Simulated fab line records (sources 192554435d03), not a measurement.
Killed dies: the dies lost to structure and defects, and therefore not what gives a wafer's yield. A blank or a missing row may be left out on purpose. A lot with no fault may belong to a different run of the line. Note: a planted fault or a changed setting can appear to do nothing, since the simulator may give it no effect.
Chamber matching :: flow n5 finfet :: N5_BEOL_M1_DESCUM_16 on rie diel-04: 4 sister chambers
The step chemistry O2, time 7 s. 4 wafers are shown with their chamber, then 10 later ones without.

== WAFERS, EACH WITH ITS CHAMBER ==
wafer: L084.3
chamber: 1
showerhead plenum p Torr (Torr): 2.04

wafer: L088.2
chamber: 3
showerhead plenum p Torr (Torr): 2.00

wafer: L089.1
chamber: 0
showerhead plenum p Torr (Torr): 2.09

wafer: L089.2
chamber: 2
showerhead plenum p Torr (Torr): 2.16

== WAFERS WITHOUT THEIR CHAMBER ==
wafer: L089.4
showerhead plenum p Torr (Torr): 2.03

wafer: L092.4
showerhead plenum p Torr (Torr): 2.08

wafer: L092.5
showerhead plenum p Torr (Torr): 2.16

wafer: L092.6
showerhead plenum p Torr (Torr): 1.99

wafer: L093.1
showerhead plenum p Torr (Torr): 2.08

wafer: L093.4
showerhead plenum p Torr (Torr): 2.16

wafer: L093.6
showerhead plenum p Torr (Torr): 2.16

wafer: L097.1
showerhead plenum p Torr (Torr): 1.99

wafer: L097.3
showerhead plenum p Torr (Torr): 2.03

wafer: L097.6
showerhead plenum p Torr (Torr): 2.16

== WHICH CHAMBER EACH ONE RAN IN ==
wafer: L089.4
from the rows above: 1
in truth: 1

wafer: L092.4
from the rows above: 0
in truth: 0

wafer: L092.5
from the rows above: 2
in truth: 2

wafer: L092.6
from the rows above: 3
in truth: 3

wafer: L093.1
from the rows above: 0
in truth: 0

wafer: L093.4
from the rows above: 2
in truth: 2

wafer: L093.6
from the rows above: 2
in truth: 2

wafer: L097.1
from the rows above: 3
in truth: 3

wafer: L097.3
from the rows above: 1
in truth: 1

wafer: L097.6
from the rows above: 2
in truth: 2
Correctly placed: 10 of 10. Left unplaced by these rows: 0. Number placed wrongly: 0.
How it was worked out, from the rows above alone: a wafer's distance from a chamber is the root of the sum, over the readings, of the square of ((its reading less the chamber's mean) divided by the reading's scatter). The wafer belongs to the nearest chamber; if the next one is less than 2 further off, it can't be placed. The mean given for a chamber averages the wafers shown for that chamber. The scatter (one wafer shown for each chamber): square how far every hidden wafer sits from the nearest shown wafer, average those squares and take the square root.
